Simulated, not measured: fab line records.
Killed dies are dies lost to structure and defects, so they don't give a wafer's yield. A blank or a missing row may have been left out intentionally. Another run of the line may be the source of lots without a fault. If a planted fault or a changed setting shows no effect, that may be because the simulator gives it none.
Shared-tool check + flow n5_finfet + 9 lots and 26 wafers in the sample

## WHAT PROMPTED THE OPENING
On 2 of the 9 lots, a flag is raised at N5_HKMG_FIN_CD_MEAS_49 on the reading cd_nm. Fault-free wafers read 202.6 nm, with a standard deviation of 0.72.
Rule: a lot is flagged in two cases, either no wafer of it has a number, or all its wafers with numbers fall more than 4 standard deviations from that mean. The rest of the lots are taken to be sound.

| lot  | measured    | on        | cd_nm (nm), wafer by wafer | flag    |
|------|-------------|-----------|----------------------------|---------|
| L144 | day 4 19:02 | cd_sem-01 | 202.2 201.9 203.6          |         |
| L146 | day 5 10:01 | cd_sem-03 | 202.5 202.1 201.8          |         |
| L148 | day 5 19:20 | cd_sem-02 | 203.5 201.5 203.2          |         |
| L153 | day 6 23:41 | cd_sem-02 | 202.6 202.3                |         |
| L158 | day 8 04:07 | cd_sem-02 | 202.5 201.8 202.4          |         |
| L159 | day 8 10:49 | cd_sem-02 | 212.4 212.3 211.5          | FLAGGED |
| L160 | day 8 15:19 | cd_sem-02 | 210.4 209.2 207.9          | FLAGGED |
| L163 | day 9 12:19 | cd_sem-03 | 203.8 203.5 203.3          |         |
| L164 | day 9 18:47 | cd_sem-02 | 201.3 202.1 202.5          |         |
Average over the flagged lots: 210.6 nm; offset from the usual +8.0 nm, equal to +11 standard deviations.

## WHICH TOOL RAN EACH LOT
2 process steps preceding the reading are held in the record, out of 1938 steps in the route. Every cell lists first the tool, next ch and the chambers used by the sampled wafers, and last the start.
| lot  | flag    | N5_SDB_CUT_ETCH_26              | N5_HKMG_FIN_EXPOSE_46             |
|------|---------|---------------------------------|-----------------------------------|
| L144 |         | rie_si-04 ch 0,3, day 4 14:14   | arfi_scanner-01 ch 0, day 4 18:55 |
| L146 |         | rie_si-04 ch 0,3, day 5 04:49   | arfi_scanner-03 ch 0, day 5 09:54 |
| L148 |         | rie_si-04 ch 0,3, day 5 14:30   | arfi_scanner-01 ch 0, day 5 19:13 |
| L153 |         | rie_si-06 ch 0,3, day 6 18:27   | arfi_scanner-03 ch 0, day 6 23:34 |
| L158 |         | rie_si-03 ch 1,3, day 7 23:20   | arfi_scanner-02 ch 0, day 8 03:59 |
| L159 | FLAGGED | rie_si-04 ch 1,3, day 8 06:02   | arfi_scanner-01 ch 0, day 8 10:42 |
| L160 | FLAGGED | rie_si-04 ch 0,3, day 8 10:38   | arfi_scanner-01 ch 0, day 8 15:11 |
| L163 |         | rie_si-04 ch 0,1,2, day 9 07:33 | arfi_scanner-02 ch 0, day 9 12:11 |
| L164 |         | rie_si-03 ch 0,1,2, day 9 14:00 | arfi_scanner-02 ch 0, day 9 18:40 |
What these steps do:
- N5_SDB_CUT_ETCH_26: etches Si in HBr/Cl2/O2, target depth 129.6 nm, bt time 20 s, time 51.8 s.
- N5_HKMG_FIN_EXPOSE_46: exposes mask NDIPOLE.
- N5_HKMG_FIN_CD_MEAS_49: target cd 202 nm.

## FLAGGED AGAINST TOTAL, ONE TOOL AT A TIME (gauges that did the reading follow at the end)
| step                   | tool            | lots run | flagged | share of the flagged lots | sound lots run after its first flagged lot |
|------------------------|-----------------|----------|---------|---------------------------|--------------------------------------------|
| N5_SDB_CUT_ETCH_26     | rie_si-03       | 2        | 0       | none                      | -                                          |
| N5_SDB_CUT_ETCH_26     | rie_si-04       | 6        | 2       | all                       | 1 (L163)                                   |
| N5_SDB_CUT_ETCH_26     | rie_si-06       | 1        | 0       | none                      | -                                          |
| N5_HKMG_FIN_EXPOSE_46  | arfi_scanner-01 | 4        | 2       | all                       | 0                                          |
| N5_HKMG_FIN_EXPOSE_46  | arfi_scanner-02 | 3        | 0       | none                      | -                                          |
| N5_HKMG_FIN_EXPOSE_46  | arfi_scanner-03 | 2        | 0       | none                      | -                                          |
| N5_HKMG_FIN_CD_MEAS_49 | cd_sem-01       | 1        | 0       | none                      | -                                          |
| N5_HKMG_FIN_CD_MEAS_49 | cd_sem-02       | 6        | 2       | all                       | 1 (L164)                                   |
| N5_HKMG_FIN_CD_MEAS_49 | cd_sem-03       | 2        | 0       | none                      | -                                          |

## WHAT THE TABLE PERMITS
rie_si-04 at N5_SDB_CUT_ETCH_26, arfi_scanner-01 at N5_HKMG_FIN_EXPOSE_46 and cd_sem-02 at N5_HKMG_FIN_CD_MEAS_49: these 3 rows of the table ran every flagged lot.
- rie_si-04 at N5_SDB_CUT_ETCH_26 ran 6 lots, 2 of them flagged. Sound lots ran on it after the first flagged one (L163), which a lasting fault on the whole tool wouldn't allow.
- arfi_scanner-01 at N5_HKMG_FIN_EXPOSE_46 ran 4 lots, 2 of them flagged. A fault beginning between L148 (day 5 19:13), its last sound lot, and L159 (day 8 10:42), its first flagged one, fits the data. Its own readings lie more than 4 standard deviations out on every wafer of the flagged lots: exposure_dose_mJ_cm2.
- cd_sem-02 at N5_HKMG_FIN_CD_MEAS_49 ran 6 lots, 2 of them flagged. Sound lots ran on it after the first flagged one (L164), which a lasting fault on the whole tool wouldn't allow.
arfi_scanner-01 at N5_HKMG_FIN_EXPOSE_46 is the single tool remaining.

## WHAT THE SIMULATOR PUT IN
Process parameter drift: arfi_scanner-01, from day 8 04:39 on, at N5_HKMG_FIN_EXPOSE_46. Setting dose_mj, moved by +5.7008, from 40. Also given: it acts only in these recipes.
Lots struck among those shown: L159, L160. The rule given above showed the same thing.
